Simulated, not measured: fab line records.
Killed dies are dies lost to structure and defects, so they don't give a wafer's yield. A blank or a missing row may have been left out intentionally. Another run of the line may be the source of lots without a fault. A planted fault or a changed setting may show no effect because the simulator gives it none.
Which tool did it? :: flow n5 finfet :: 30 wafers from 10 lots sampled at 4 of the route's 1938 steps

## WHAT THE GAUGES READ, wafer by wafer
N5_STI_FIN_REVEAL_INSPECT_13: inspects for defects (darkfield).
lot: L335
measured: day 2 15:07
on: defect inspect-02
raw defect count: 17 10 6

lot: L338
measured: day 3 06:57
on: defect inspect-02
raw defect count: 19 12 16

lot: L339
measured: day 3 13:13
on: defect inspect-02
raw defect count: 10 6 6

lot: L340
measured: day 3 21:23
on: defect inspect-02
raw defect count: 9 9 13

lot: L341
measured: day 4 01:40
on: defect inspect-02
raw defect count: 8 7 11

lot: L344
measured: day 4 20:02
on: defect inspect-02
raw defect count: 302 288 275

lot: L345
measured: day 5 03:32
on: defect inspect-02
raw defect count: 10 15 15

lot: L346
measured: day 5 09:58
on: defect inspect-02
raw defect count: 248 292 290

lot: L350
measured: day 6 05:58
on: defect inspect-02
raw defect count: 7 12 17

lot: L355
measured: day 7 13:42
on: defect inspect-01
raw defect count: 12 19 15

## WHICH TOOL RAN EACH LOT (tool, then ch and the chambers of the sampled wafers, then the start)
lot: L335
N5_FIN_CUT_CUT_ETCH_28: rie si-06 ch 1,2,3, day 2 06:09
N5_FIN_CUT_STRIP_22: rie diel-04 ch 0,1,3, day 2 06:13
N5_STI_FIN_REVEAL_PRECLEAN_25: wet bench-03 ch 1,6,7, day 2 12:11

lot: L338
N5_FIN_CUT_CUT_ETCH_28: rie si-01 ch 1,2,3, day 2 21:51
N5_FIN_CUT_STRIP_22: rie diel-04 ch 1,3, day 2 21:57
N5_STI_FIN_REVEAL_PRECLEAN_25: wet bench-06 ch 1,2,4, day 3 04:04

lot: L339
N5_FIN_CUT_CUT_ETCH_28: rie si-06 ch 1,2,3, day 3 04:09
N5_FIN_CUT_STRIP_22: rie diel-04 ch 0,1,2, day 3 04:13
N5_STI_FIN_REVEAL_PRECLEAN_25: wet bench-03 ch 1,2,6, day 3 10:16

lot: L340
N5_FIN_CUT_CUT_ETCH_28: rie si-06 ch 0,1,2, day 3 12:08
N5_FIN_CUT_STRIP_22: rie diel-03 ch 1,2, day 3 12:24
N5_STI_FIN_REVEAL_PRECLEAN_25: wet bench-04 ch 2,4,7, day 3 18:25

lot: L341
N5_FIN_CUT_CUT_ETCH_28: rie si-02 ch 0,2, day 3 16:35
N5_FIN_CUT_STRIP_22: rie diel-01 ch 0,2,3, day 3 16:39
N5_STI_FIN_REVEAL_PRECLEAN_25: wet bench-04 ch 1,3,6, day 3 22:46

lot: L344
N5_FIN_CUT_CUT_ETCH_28: rie si-02 ch 1,2,3, day 4 10:32
N5_FIN_CUT_STRIP_22: rie diel-03 ch 2,3, day 4 10:37
N5_STI_FIN_REVEAL_PRECLEAN_25: wet bench-03 ch 1,2,7, day 4 17:08

lot: L345
N5_FIN_CUT_CUT_ETCH_28: rie si-01 ch 0,1, day 4 18:05
N5_FIN_CUT_STRIP_22: rie diel-04 ch 0,1,3, day 4 18:08
N5_STI_FIN_REVEAL_PRECLEAN_25: wet bench-06 ch 1,3,5, day 5 00:31

lot: L346
N5_FIN_CUT_CUT_ETCH_28: rie si-02 ch 0,1,3, day 5 00:51
N5_FIN_CUT_STRIP_22: rie diel-01 ch 2,3, day 5 01:01
N5_STI_FIN_REVEAL_PRECLEAN_25: wet bench-03 ch 5,6,7, day 5 07:02

lot: L350
N5_FIN_CUT_CUT_ETCH_28: rie si-06 ch 0,1, day 5 20:57
N5_FIN_CUT_STRIP_22: rie diel-01 ch 1,2,3, day 5 21:01
N5_STI_FIN_REVEAL_PRECLEAN_25: wet bench-04 ch 0,2,3, day 6 03:04

lot: L355
N5_FIN_CUT_CUT_ETCH_28: rie si-06 ch 0,1,3, day 7 03:20
N5_FIN_CUT_STRIP_22: rie diel-01 ch 1,2,3, day 7 03:26
N5_STI_FIN_REVEAL_PRECLEAN_25: wet bench-04 ch 1,5,6, day 7 10:49
- N5_FIN_CUT_CUT_ETCH_28: etches Si in HBr/Cl2/O2, target depth 6 nm, time 2.4 s.
- N5_FIN_CUT_STRIP_22: strips in N2/H2.
- N5_STI_FIN_REVEAL_PRECLEAN_25: cleans in SPM, time 90 s.

## THE ANSWER, worked out from the rows above alone
Rule: the lots themselves supply what counts as usual. The widest of any qualifying gaps counts: lots, ordered by their means at a reading, are off when they make up no more than a third of the lots, leave a main group of 4 or more, and stand apart from it by 3 or more times the standard deviation of that group's means. A main group is skipped when, at the precision printed for the reading in the tables above, its means are all equal. Also off: a lot with no number at a reading for which 4 or more lots have one. The other lots that the step has rows for count as sound.
Off: L344, L346 (N5_STI_FIN_REVEAL_INSPECT_13, raw defect count). The main group has a mean of 12 with a standard deviation of 2.8.
If a tool, at a process step before that reading, ran all the lots that are off and no sound lot after the first of them, it fits. Those tools and the gauges at N5_STI_FIN_REVEAL_INSPECT_13 are tried in the same way. Can't be told from this: 2 tools fit, rie si-02 at N5_FIN_CUT_CUT_ETCH_28, wet bench-03 at N5_STI_FIN_REVEAL_PRECLEAN_25.

## WHAT WAS PUT IN BY THE SIMULATOR
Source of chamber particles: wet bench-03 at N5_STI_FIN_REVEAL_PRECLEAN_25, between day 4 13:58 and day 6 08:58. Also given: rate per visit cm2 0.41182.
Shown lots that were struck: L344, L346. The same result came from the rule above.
